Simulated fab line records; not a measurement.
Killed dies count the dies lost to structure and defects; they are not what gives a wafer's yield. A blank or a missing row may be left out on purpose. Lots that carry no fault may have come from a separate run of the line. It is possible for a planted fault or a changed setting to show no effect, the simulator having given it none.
Matching of chambers + flow n5 finfet + 4 sister chambers for N5_BEOL_M10_ETCH_66 on rie diel-06
The step etches SOC in N2/H2, target depth 120 nm, overetch 24 nm, time 180 s. 4 wafers are shown with their chamber, then 12 later ones without.

== EACH WAFER AND ITS CHAMBER ==
| wafer  | chamber | drypump motor current A (A) |
|--------|---------|-----------------------------|
| L090.6 | 2       | 5.5                         |
| L091.1 | 1       | 5.6                         |
| L091.2 | 3       | 5.1                         |
| L091.4 | 0       | 5.9                         |

== WAFERS MISSING THEIR CHAMBER ==
| wafer  | drypump motor current A (A) |
|--------|-----------------------------|
| L093.1 | 5.1                         |
| L093.2 | 5.6                         |
| L093.3 | 5.5                         |
| L093.4 | 5.9                         |
| L093.5 | 5.6                         |
| L093.6 | 5.9                         |
| L076.2 | 5.2                         |
| L076.3 | 5.5                         |
| L076.5 | 5.5                         |
| L095.1 | 5.1                         |
| L095.3 | 5.9                         |
| L095.6 | 5.5                         |

== EACH ONE'S CHAMBER ==
| wafer  | from the rows above | in truth |
|--------|---------------------|----------|
| L093.1 | 3                   | 3        |
| L093.2 | 1                   | 1        |
| L093.3 | 2                   | 2        |
| L093.4 | 0                   | 0        |
| L093.5 | 1                   | 1        |
| L093.6 | 0                   | 0        |
| L076.2 | 3                   | 3        |
| L076.3 | 2                   | 2        |
| L076.5 | 2                   | 2        |
| L095.1 | 3                   | 3        |
| L095.3 | 0                   | 0        |
| L095.6 | 2                   | 2        |
12 of 12 placed correctly. Number that these rows cannot place: 0. Number placed wrongly: 0.
How it was worked out, from the rows above alone: a wafer's distance from a chamber is the root of the sum, over the readings, of the square of ((its reading less the chamber's mean) divided by the reading's scatter). If the next closest chamber is less than 2 further off than the closest, the wafer can't be placed; otherwise it belongs to the closest. The mean given for a chamber averages the wafers shown for that chamber. The scatter: root of mean squared gap, hidden wafer to nearest shown wafer, with one shown wafer a chamber.
